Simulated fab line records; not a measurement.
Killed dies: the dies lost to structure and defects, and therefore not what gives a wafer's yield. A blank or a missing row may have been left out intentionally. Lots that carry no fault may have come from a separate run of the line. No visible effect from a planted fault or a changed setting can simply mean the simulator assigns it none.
fab line records	flow n5Finfet
[record] lots = 7	wafers = 21
route steps=1938 shown SD_EPI_N@268 SDB@348 HKMG_FIN@403 MOL_CONTACT_COAG@559
startH: hours from the record's opening day to when the first of the lot's shown wafers began	waitH: time in hours since the lot's previous step	" unchanged from the row above	L1.1+2: a single row standing in for several wafers	- no value, or no start given	* or withheld: withheld	< > ~ a bound
route shown NAME@n: a module of which the file shows steps, and the number in the route of the first	usual: mean/standard deviation taken from wafers without a fault	same: alike in all rows	chamber/n: place in a boat	sites: the reading at each site	_std_site: standard deviation across them	_edge_site: the outer-site mean with the inner-site mean subtracted	radiusMm: for every site, how far away it sits from the centre of the wafer	mask NAME#n: copy n	behind: the most recent tool/chamber to have shaped the wafer	hold: reason for holding the lot/hours on hold/outcome of the hold	device: which transistor (n, p or np) failed to switch	end of line: the route-end tests of the same wafers	for a step that has no rows: nothing shown but its recipe	killed: the dies lost at the first sort to structure and to defects; this is not the yield of the wafer	map: a wafer's dies, x killed, . not, _ none there
set.NAME: the setting that was run; set.NAME@STEP: the one run at that earlier step	model.NAME: the simulator's own value behind a step, which no gauge read
lots run with intentionally changed settings; tables by step, rows by wafer
[[steps]]
[step N5_SD_EPI_N_PEB_07]
[recipe] pebTempC = 110	pebTimeS = 60	resist = CAR-ArF-block
lot.wafer	tool	chamber	startH	waitH	set.pebTimeS
L081.1	lithoTrack-03	0	97.43	0.1	60
L081.4+5	"	0	"	"	49.35
L083.1+4+5	lithoTrack-04	0	103.94	0.1	60
L084.1	lithoTrack-03	0	109.84	0.1	65.59
L084.3+6	"	0	"	"	60
L085.4+5+6	lithoTrack-03	0	118.17	0.0	60
L086.2+4+6	lithoTrack-04	0	121.23	0.0	60
L088.3+4	lithoTrack-04	0	131.72	0.0	60
L088.5	"	0	"	"	54.41
L095.3+4+6	lithoTrack-03	0	178.85	0.0	60
[step N5_SD_EPI_N_DEVELOP_08]
[recipe] developTimeS = 30	developer = TMAH	resist = CAR-ArF-block	devTempC = 23	rinseLiquid = diw	dry = airSpin
[step N5_SD_EPI_N_CD_MEAS_09]
[recipe] targetCdNm = 120	landingEnergyEv = 500	detector = seInlens
[usual] cdNm = 120.3/0.69
lot.wafer	tool	chamber	startH	waitH	set.doseMj@SD_EPI_N_EXPOSE_06	set.pebTimeS@SD_EPI_N_PEB_07	cdNm
L081.1	cdSem-03	0	97.50	-	42.44	60	124.8
L081.4	"	0	"	"	39.75	49.35	113.5
L081.5	"	0	"	"	39.75	49.35	112.1
L083.1	cdSem-01	0	104.01	-	39.75	60	120.2
L083.4	"	0	"	"	39.75	60	119.8
L083.5	"	0	"	"	39.75	60	118.6
L084.1	cdSem-01	0	109.91	-	40.55	65.59	124.5
L084.3	"	0	"	"	40.55	60	121.7
L084.6	"	0	"	"	39.75	60	120.6
L085.4	cdSem-01	0	118.23	-	39.75	60	120.8
L085.5	"	0	"	"	39.75	60	120.7
L085.6	"	0	"	"	39.75	60	121.0
L086.2	cdSem-03	0	121.29	-	39.75	60	120.5
L086.4	"	0	"	"	42.69	60	125.2
L086.6	"	0	"	"	39.75	60	120.4
L088.3	cdSem-01	0	131.79	-	39.75	60	120.2
L088.4	"	0	"	"	39.75	60	119.6
L088.5	"	0	"	"	39.75	54.41	116.7
L095.3	cdSem-02	0	178.92	-	39.75	60	120.5
L095.4	"	0	"	"	39.75	60	120.3
L095.6	"	0	"	"	39.75	60	120.0
[step N5_SD_EPI_N_DESCUM_14]
[recipe] chemistry = O2	timeS = 7.9	sourcePowerW = 50	biasPowerW = 20	pressureMtorr = 20	rfFrequencyHz = 2.712e+07	tempC = 40	resist = CAR-ArF-block	o2FlowSccm = 225
lot.wafer	tool	chamber	startH	waitH	set.doseMj@SD_EPI_N_EXPOSE_06	set.pebTimeS@SD_EPI_N_PEB_07	model.SD_EPI_N.cdNm
L081.1	rieDiel-02	3	97.59	0.0	42.44	60	124.6
L081.4	"	1	"	"	39.75	49.35	113.4
L081.5	"	1	"	"	39.75	49.35	112.2
L083.1+4	rieDiel-06	3,2	104.09	0.0	39.75	60	119.8
L083.5	"	2	"	"	39.75	60	118.6
L084.1	rieDiel-06	3	110.00	0.0	40.55	65.59	124.2
L084.3	"	1	"	"	40.55	60	121.8
L084.6	"	3	"	"	39.75	60	120.6
L085.4	rieDiel-06	3	118.33	0.0	39.75	60	120.6
L085.5	"	0	"	"	39.75	60	120
L085.6	"	1	"	"	39.75	60	121
L086.2	rieDiel-06	3	121.38	0.0	39.75	60	120.8
L086.4	"	3	"	"	42.69	60	-
L086.6	"	0	"	"	39.75	60	120.2
L088.3	rieDiel-02	3	131.87	0.0	39.75	60	120.4
L088.4	"	0	"	"	39.75	60	120
L088.5	"	3	"	"	39.75	54.41	116.6
L095.3	rieDiel-06	3	179.00	0.0	39.75	60	120.4
L095.4	"	2	"	"	39.75	60	120
L095.6	"	2	"	"	39.75	60	119.8
[step N5_SD_EPI_N_ETCH_34]
[recipe] chemistry = CF4	target = SiARC	targetDepthA = 455	maskMaterial = CAR-ArF-block	timeS = 75.8	ionEnergyEv = 80	pressureMtorr = 40	sourceW = 545	biasW = 36	Ar_flow_sccm = 100	cf4FlowSccm = 100	ends = cleared
lot.wafer	tool	chamber	startH	waitH	set.doseMj@SD_EPI_N_EXPOSE_06	set.pebTimeS@SD_EPI_N_PEB_07	model.SD_EPI_N.cdNm
L081.1	rieDiel-02	3	97.62	0.0	42.44	60	124.4
L081.4	"	1	"	"	39.75	49.35	113.4
L081.5	"	1	"	"	39.75	49.35	112.2
L083.1	rieDiel-06	3	104.13	0.0	39.75	60	119.4
L083.4	"	2	"	"	39.75	60	119.6
L083.5	"	2	"	"	39.75	60	118.4
L084.1	rieDiel-06	3	110.03	0.0	40.55	65.59	123.8
L084.3	"	1	"	"	40.55	60	121.4
L084.6	"	3	"	"	39.75	60	120.4
L085.4	rieDiel-06	3	118.38	0.0	39.75	60	120.4
L085.5	"	0	"	"	39.75	60	120
L085.6	"	1	"	"	39.75	60	120.8
L086.2	rieDiel-06	3	121.42	0.0	39.75	60	120.4
L086.4	"	3	"	"	42.69	60	124.8
L086.6	"	0	"	"	39.75	60	120.2
L088.3	rieDiel-02	3	131.91	0.0	39.75	60	120.2
L088.4	"	0	"	"	39.75	60	119.6
L088.5	"	3	"	"	39.75	54.41	116.4
L095.3	rieDiel-06	3	179.04	0.0	39.75	60	120
L095.4	"	2	"	"	39.75	60	119.8
L095.6	"	2	"	"	39.75	60	119.6
[step N5_SD_EPI_N_ETCH_35]
[recipe] chemistry = N2/H2	target = SOC	overetchA = 1080	maskMaterial = SiARC	tempC = 40	ionEnergyEv = 100	sourceW = 3000	biasW = 133	pressureMtorr = 20	timeS = 486	n2FlowSccm = 200	h2FlowSccm = 200
lot.wafer	tool	chamber	startH	waitH	set.pebTimeS@SD_EPI_N_PEB_07	model.SD_EPI_N.cdNm
L081.1	rieDiel-02	3	97.68	0.0	60	125
L081.4	"	1	"	"	49.35	114.8
L081.5	"	1	"	"	49.35	112.8
L083.1	rieDiel-06	3	104.19	0.0	60	118.4
L083.4	"	2	"	"	60	119.4
L083.5	"	2	"	"	60	117.8
L084.1	rieDiel-06	3	110.09	0.0	65.59	123.4
L084.3	"	1	"	"	60	120.8
L084.6	"	3	"	"	60	119.8
L085.4	rieDiel-06	3	118.57	0.2	60	119.4
L085.5	"	0	"	"	60	120
L085.6	"	1	"	"	60	120.4
L086.2	rieDiel-06	3	121.47	0.0	60	119.2
L086.4	"	3	"	"	60	122.8
L086.6	"	0	"	"	60	121
L088.3	rieDiel-02	3	131.96	0.0	60	120.8
L088.4	"	0	"	"	60	120.2
L088.5	"	3	"	"	54.41	117.2
L095.3	rieDiel-06	3	179.09	0.0	60	119.8
L095.4	"	2	"	"	60	119
L095.6	"	2	"	"	60	119.2
[step N5_SD_EPI_N_STRIP_36]
[recipe] chemistry = N2/H2	tempC = 40	n2FlowSccm = 200	h2FlowSccm = 200	rfFrequencyHz = 6e+07
[step N5_SD_EPI_N_ETCHBACK_44]
[recipe] chemistry = CH3F/O2	mode = anisotropicEtchback	target = SiNx	targetDepthA = 145	stopOn = SiO2	overEtchFrac = 0.3	ionEnergyEv = 120	pressureMtorr = 30	sourceW = 395	biasW = 73	Ar_flow_sccm = 150	CH3F_flow_sccm = 30	O2_flow_sccm = 20
[step N5_SD_EPI_N_ETCH_45]
[recipe] chemistry = CH3F/O2	target = SiOCN	targetDepthA = 60	maskMaterial = SOC	ionEnergyEv = 60	biasW = 29	pressureMtorr = 15	sourceW = 410	Ar_flow_sccm = 150	CH3F_flow_sccm = 30	O2_flow_sccm = 20
lot.wafer	tool	chamber	startH	waitH	set.pebTimeS@SD_EPI_N_PEB_07	model.SD_EPI_N.cdNm
L081.1	rieDiel-02	3	98.10	0.1	60	125
L081.4	"	1	"	"	49.35	114.8
L081.5	"	1	"	"	49.35	112.8
L083.1	rieDiel-06	3	104.61	0.1	60	118.6
L083.4	"	2	"	"	60	119.2
L083.5	"	2	"	"	60	117.8
L084.1	rieDiel-06	3	110.51	0.1	65.59	123.4
L084.3	"	1	"	"	60	121
L084.6	"	3	"	"	60	120
L085.4	rieDiel-06	3	118.88	0.1	60	119.6
L085.5	"	0	"	"	60	120
L085.6	"	1	"	"	60	120.4
L086.2	rieDiel-06	3	121.90	0.1	60	119.2
L086.4	"	3	"	"	60	122.8
L086.6	"	0	"	"	60	121
L088.3	rieDiel-02	3	132.39	0.1	60	120.8
L088.4	"	0	"	"	60	120.2
L088.5	"	3	"	"	54.41	117.4
L095.3	rieDiel-06	3	179.52	0.1	60	120
L095.4	"	2	"	"	60	118.8
L095.6	"	2	"	"	60	119.2
[step N5_SDB_COAT_03]
[recipe] resist = SOC	tempC = 250	timeS = 60	spinRpm = 1500	resistThkNm = 100
lot.wafer	tool	chamber	startH	waitH	set.spinRpm	model.SOC_of_SDB_COAT_03.thkNm
L081.1	lithoTrack-01	0	113.37	0.1	1500	100
L081.4	"	0	"	"	1500	100.2
L081.5	"	0	"	"	1636	95.8
L083.1+4	lithoTrack-03	0	119.84	0.1	1500	100.8
L083.5	"	0	"	"	1500	101
L084.1	lithoTrack-01	0	125.74	0.1	1648	95.6
L084.3	"	0	"	"	1648	95.2
L084.6	"	0	"	"	1648	95.4
L085.4	lithoTrack-05	0	136.66	0.0	1429	102.4
L085.5	"	0	"	"	1500	99.8
L085.6	"	0	"	"	1429	102.2
L086.2+4	lithoTrack-03	0	138.92	0.1	1500	100.4
L086.6	"	0	"	"	1606	97.2
L088.3	lithoTrack-01	0	147.19	0.1	1608	96.4
L088.4	"	0	"	"	1500	99.8
L088.5	"	0	"	"	1608	96.6
L095.3	lithoTrack-01	0	194.41	0.1	1500	99.8
L095.4	"	0	"	"	1561	98
L095.6	"	0	"	"	1561	98.4
[step N5_SDB_COAT_04]
[recipe] resist = SiARC	tempC = 220	timeS = 60	spinRpm = 1500	resistThkNm = 18
[step N5_SDB_COAT_05]
[recipe] resist = CAR-ArF	spinRpm = 1500	resistThkNm = 90
[step N5_SDB_DESCUM_16]
[recipe] chemistry = O2	timeS = 7.9	sourcePowerW = 50	biasPowerW = 20	pressureMtorr = 20	rfFrequencyHz = 2.712e+07	tempC = 40	resist = CAR-ArF	o2FlowSccm = 225
[step N5_SDB_ETCH_17]
[recipe] chemistry = CF4	target = SiARC	targetDepthA = 234	maskMaterial = CAR-ArF	timeS = 39	ionEnergyEv = 80	pressureMtorr = 40	sourceW = 545	biasW = 36	Ar_flow_sccm = 100	cf4FlowSccm = 100	ends = cleared
[step N5_SDB_ETCH_18]
[recipe] chemistry = N2/H2	target = SOC	targetDepthA = 1000	overetchA = 200	maskMaterial = SiARC	tempC = 40	timeS = 150	ionEnergyEv = 200	pressureMtorr = 30	sourceW = 840	biasW = 150	n2FlowSccm = 200	h2FlowSccm = 200
lot.wafer	tool	chamber	startH	waitH	set.spinRpm@SDB_COAT_03	model.etch.depthNm
L081.1	rieDiel-06	3	113.77	0.0	1500	99.95
L081.4	"	0	"	"	1500	100.1
L081.5	"	0	"	"	1636	95.83
L083.1	rieDiel-01	1	120.37	0.0	1500	100.7
L083.4+5	"	2,1	"	"	1500	100.9
L084.1	rieDiel-06	2	127.30	0.0	1648	95.7
L084.3	"	1	"	"	1648	95.15
L084.6	"	3	"	"	1648	95.38
L085.4	rieDiel-06	2	137.39	0.1	1429	102.4
L085.5	"	3	"	"	1500	99.85
L085.6	"	1	"	"	1429	102.3
L086.2	rieDiel-01	0	139.46	0.0	1500	100.5
L086.4	"	3	"	"	1500	100.4
L086.6	"	2	"	"	1606	97.13
L088.3	rieDiel-06	1	147.71	0.0	1608	96.44
L088.4	"	2	"	"	1500	99.79
L088.5	"	3	"	"	1608	96.59
L095.3	rieDiel-06	2	195.63	0.0	1500	99.85
L095.4	"	1	"	"	1561	97.92
L095.6	"	2	"	"	1561	98.37
[step N5_SDB_STRIP_19]
[recipe] chemistry = N2/H2	tempC = 40	n2FlowSccm = 200	h2FlowSccm = 200	rfFrequencyHz = 6e+07
[step N5_SDB_STRIP_21]
[recipe] chemistry = CF4	resist = SiARC	powerW = 300	biasPowerW = 75	pressureMtorr = 50	cf4FlowSccm = 150	rfFrequencyHz = 6e+07
[step N5_SDB_HM_OPEN_20]
[recipe] chemistry = CH3F/O2	target = SiNx	maskMaterial = SOC	targetDepthA = 240	stopOn = poly-Si	overEtchFrac = 0.4	ionEnergyEv = 120	pressureMtorr = 30	sourceW = 395	biasW = 73	Ar_flow_sccm = 150	CH3F_flow_sccm = 30	O2_flow_sccm = 20
lot.wafer	tool	chamber	startH	waitH	set.spinRpm@SDB_COAT_03	model.SOC_of_SDB_COAT_03.thkNm
L081.1	rieDiel-06	3	113.93	0.0	1500	83.4
L081.4	"	0	"	"	1500	84.4
L081.5	"	0	"	"	1636	80.4
L083.1	rieDiel-01	1	120.52	0.0	1500	84.6
L083.4	"	2	"	"	1500	85.4
L083.5	"	1	"	"	1500	84.8
L084.1	rieDiel-06	2	127.46	0.0	1648	79.4
L084.3	"	1	"	"	1648	79.2
L084.6	"	3	"	"	1648	78.8
L085.4	rieDiel-06	2	137.52	0.0	1429	86.2
L085.5	"	3	"	"	1500	83.4
L085.6	"	1	"	"	1429	86.4
L086.2+4	rieDiel-01	0,3	139.61	0.0	1500	84.4
L086.6	"	2	"	"	1606	82
L088.3	rieDiel-06	1	147.87	0.0	1608	80.6
L088.4	"	2	"	"	1500	83.4
L088.5	"	3	"	"	1608	80
L095.3	rieDiel-06	2	195.79	0.0	1500	83.8
L095.4	"	1	"	"	1561	82.2
L095.6	"	2	"	"	1561	82.4
[step N5_SDB_STRIP_22]
[recipe] chemistry = N2/H2	powerW = 1000	tempC = 250	h2Frac = 0.65	overashFraction = 0.3	pressureMtorr = withheld	n2FlowSccm = 1750	h2FlowSccm = 3250
[usual] stripTimeToEndpointS = 96.3/0.48
lot.wafer	tool	chamber	startH	waitH	set.spinRpm@SDB_COAT_03	stripTimeToEndpointS
L081.1	plasmaAsher-02	1	114.01	0.1	1500	95.6
L081.4	"	0	"	"	1500	96.6
L081.5	"	1	"	"	1636	92.8
L083.1	plasmaAsher-01	1	120.62	0.1	1500	96.8
L083.4	"	0	"	"	1500	97.6
L083.5	"	1	"	"	1500	97.0
L084.1	plasmaAsher-01	0	127.54	0.1	1648	91.9
L084.3	"	1	"	"	1648	91.6
L084.6	"	1	"	"	1648	91.3
L085.4	plasmaAsher-01	1	137.61	0.1	1429	98.2
L085.5	"	0	"	"	1500	95.6
L085.6	"	1	"	"	1429	98.4
L086.2	plasmaAsher-01	0	139.69	0.1	1500	96.5
L086.4	"	0	"	"	1500	96.6
L086.6	"	1	"	"	1606	94.2
L088.3	plasmaAsher-02	1	147.99	0.1	1608	93.0
L088.4	"	0	"	"	1500	95.7
L088.5	"	0	"	"	1608	92.4
L095.3	plasmaAsher-01	1	195.91	0.1	1500	96.0
L095.4	"	0	"	"	1561	94.4
L095.6	"	0	"	"	1561	94.6
[step N5_HKMG_FIN_ETCH_55]
[recipe] chemistry = N2/H2	target = SOC	targetDepthA = 2400	tempC = 40	timeS = 300	ionEnergyEv = 200	maskMaterial = SiARC	pressureMtorr = 30	sourceW = 840	biasW = 150	n2FlowSccm = 200	h2FlowSccm = 200
[usual] rfVppV = 524.0/2.3
lot.wafer	tool	chamber	startH	waitH	set.biasW	rfVppV
L081.1	rieDiel-02	3	119.48	0.0	150	528.3
L081.4	"	1	"	"	142.9	510.8
L081.5	"	0	"	"	150	524.6
L083.1	rieDiel-02	3	126.02	0.0	150	526.3
L083.4	"	2	"	"	150	523.9
L083.5	"	1	"	"	150	527.6
L084.1	rieDiel-01	1	133.06	0.0	150	522.9
L084.3	"	2	"	"	150	522.1
L084.6	"	0	"	"	150	523.4
L085.4	rieDiel-02	0	143.77	0.0	150	524.8
L085.5	"	2	"	"	165.1	554.7
L085.6	"	1	"	"	150	526.8
L086.2	rieDiel-06	3	145.11	0.0	159.1	540.6
L086.4	"	1	"	"	159.1	548.5
L086.6	"	3	"	"	150	520.5
L088.3	rieDiel-02	1	153.70	0.0	150	526.5
L088.4	"	0	"	"	150	526.3
L088.5	"	3	"	"	142.3	508.0
L095.3	rieDiel-01	0	201.18	0.0	150	523.9
L095.4	"	3	"	"	136.3	492.1
L095.6	"	1	"	"	150	520.9
[step N5_HKMG_FIN_ETCH_58]
[recipe] chemistry = N2/H2	target = SOC	targetDepthA = 2158	ionEnergyEv = 50	biasW = 13	timeS = 741	pressureMtorr = 30	sourceW = 875	n2FlowSccm = 200	h2FlowSccm = 200
[usual] rfVppV = 99.2/0.83
lot.wafer	tool	chamber	startH	waitH	set.sourceW	rfVppV
L081.1	rieDiel-02	3	119.69	0.0	875	99.3
L081.4	"	1	"	"	875	100.3
L081.5	"	0	"	"	817.2	102.0
L083.1	rieDiel-02	3	126.23	0.0	875	97.7
L083.4	"	2	"	"	875	99.5
L083.5	"	1	"	"	875	99.5
L084.1	rieDiel-01	1	133.27	0.0	875	98.1
L084.3	"	2	"	"	875	98.4
L084.6	"	0	"	"	875	100.1
L085.4	rieDiel-02	0	143.98	0.0	875	97.8
L085.5	"	2	"	"	875	99.2
L085.6	"	1	"	"	968	95.7
L086.2	rieDiel-06	3	145.33	0.0	875	99.4
L086.4	"	1	"	"	1007	94.3
L086.6	"	3	"	"	1007	95.1
L088.3	rieDiel-02	1	153.91	0.0	875	99.3
L088.4	"	0	"	"	818.4	102.5
L088.5	"	3	"	"	875	99.0
L095.3	rieDiel-01	0	201.39	0.0	875	99.0
L095.4	"	3	"	"	1006	95.2
L095.6	"	1	"	"	875	98.8
[step N5_HKMG_FIN_ETCH_35]
[recipe] chemistry = N2/H2	target = SOC	targetDepthA = 2158	ionEnergyEv = 65	biasW = 5	sourceW = 3000	timeS = 243.4	pressureMtorr = 30	n2FlowSccm = 200	h2FlowSccm = 200
[usual] rfVppV = 141.8/1.1
lot.wafer	tool	chamber	startH	waitH	set.biasW	rfVppV
L081.1	rieDiel-02	1	123.65	0.0	5	141.0
L081.4	"	0	"	"	5	143.7
L081.5	"	2	"	"	5	139.6
L083.1	rieDiel-02	1	129.78	0.0	5	142.2
L083.4	"	3	"	"	5	141.7
L083.5	"	3	"	"	5	143.9
L084.1	rieDiel-02	2	136.64	0.0	5	141.5
L084.3	"	3	"	"	4.295	129.4
L084.6	"	1	"	"	4.295	129.6
L085.4	rieDiel-01	0	147.54	0.0	5.418	149.8
L085.5	"	0	"	"	5	142.5
L085.6	"	1	"	"	5.418	147.7
L086.2	rieDiel-02	0	148.73	0.0	5	142.8
L086.4	"	3	"	"	5.732	155.6
L086.6	"	3	"	"	5.732	155.1
L088.3	rieDiel-02	3	157.17	0.0	5	143.9
L088.4	"	0	"	"	4.34	131.3
L088.5	"	0	"	"	4.34	129.6
L095.3	rieDiel-06	0	204.65	0.0	5	141.4
L095.4	"	3	"	"	5	140.7
L095.6	"	0	"	"	5	141.2
[step N5_MOL_CONTACT_COAG_ALD_27]
[recipe] material = SiOC	targetThkA = 170	tempC = 400	aldPrecursorFamily = carbosiloxane	aldCoReactant = H2-plasma	pulseTimeS = 1.5	timeS = 2720	purgeTimeS = 2	coReactantPurgeTimeS = 2	aldCycles = 340	pressureTorr = 2
lot.wafer	tool	chamber	startH	waitH	set.aldCycles	model.SiOC_of_MOL_CONTACT_COAG_ALD_27.thkNm
L081.1+5	aldSin-01	1	143.75	1.7	340	17
L081.4	"	2	"	"	295	14.8
L083.1+5	aldSin-02	0,3	146.87	0.6	340	17
L083.4	"	3	"	"	340	17.2
L084.1+6	aldSin-03	2,0	155.87	0.1	340	17
L084.3	"	1	"	"	340	17.2
L085.4	aldSin-03	2	168.19	0.0	340	17
L085.5	"	3	"	"	357	18
L085.6	"	2	"	"	357	17.8
L086.2+4	aldSin-01	0,2	169.14	0.0	340	17.2
L086.6	"	1	"	"	340	17
L088.3+4	aldSin-03	1,2	177.98	0.0	340	17
L088.5	"	3	"	"	357	17.8
L095.3+4+6	aldSin-03	1,0,0	223.26	0.0	340	17
[[key]]
[split] step = N5_SD_EPI_N_PEB_07	setting = pebTimeS	stated = 60	by = wafer
[response] step = N5_SD_EPI_N_CD_MEAS_09	reading = cdNm	change = +0.562	per = 1%	r = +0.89
[response] step = N5_SD_EPI_N_DESCUM_14	reading = model.SD_EPI_N.cdNm	change = +0.554	per = 1%	r = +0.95
[response] step = N5_SD_EPI_N_ETCH_34	reading = model.SD_EPI_N.cdNm	change = +0.543	per = 1%	r = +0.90
[response] step = N5_SD_EPI_N_ETCH_35	reading = model.SD_EPI_N.cdNm	change = +0.529	per = 1%	r = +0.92
[response] step = N5_SD_EPI_N_ETCH_45	reading = model.SD_EPI_N.cdNm	change = +0.521	per = 1%	r = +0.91
[split] step = N5_SDB_COAT_03	setting = spinRpm	stated = 1500	by = wafer
[response] step = N5_SDB_COAT_03	reading = model.SOC_of_SDB_COAT_03.thkNm	change = -0.465	per = 1%	r = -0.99
[response] step = N5_SDB_ETCH_18	reading = model.etch.depthNm	change = -0.465	per = 1%	r = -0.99
[response] step = N5_SDB_HM_OPEN_20	reading = model.SOC_of_SDB_COAT_03.thkNm	change = -0.407	per = 1%	r = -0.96
[response] step = N5_SDB_STRIP_22	reading = stripTimeToEndpointS	change = *	per = 1%	r = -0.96
[split] step = N5_HKMG_FIN_ETCH_55	setting = biasW	stated = 150	by = wafer
[response] step = N5_HKMG_FIN_ETCH_55	reading = rfVppV	change = +3.27	per = 1%	r = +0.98
[split] step = N5_HKMG_FIN_ETCH_58	setting = sourceW	stated = 875	by = wafer
[response] step = N5_HKMG_FIN_ETCH_58	reading = rfVppV	change = -0.296	per = 1%	r = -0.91
[split] step = N5_HKMG_FIN_ETCH_35	setting = biasW	stated = 5	by = wafer
[response] step = N5_HKMG_FIN_ETCH_35	reading = rfVppV	change = +0.886	per = 1%	r = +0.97
[split] step = N5_MOL_CONTACT_COAG_ALD_27	setting = aldCycles	stated = 340	by = wafer
[response] step = N5_MOL_CONTACT_COAG_ALD_27	reading = model.SiOC_of_MOL_CONTACT_COAG_ALD_27.thkNm	change = +0.167	per = 1%	r = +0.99
split outsideThisFile step=N5_SD_EPI_N_EXPOSE_06 setting=doseMj
// split outsideThisFile: this setting was split too, and the file shows its column; the key of that split is in another file
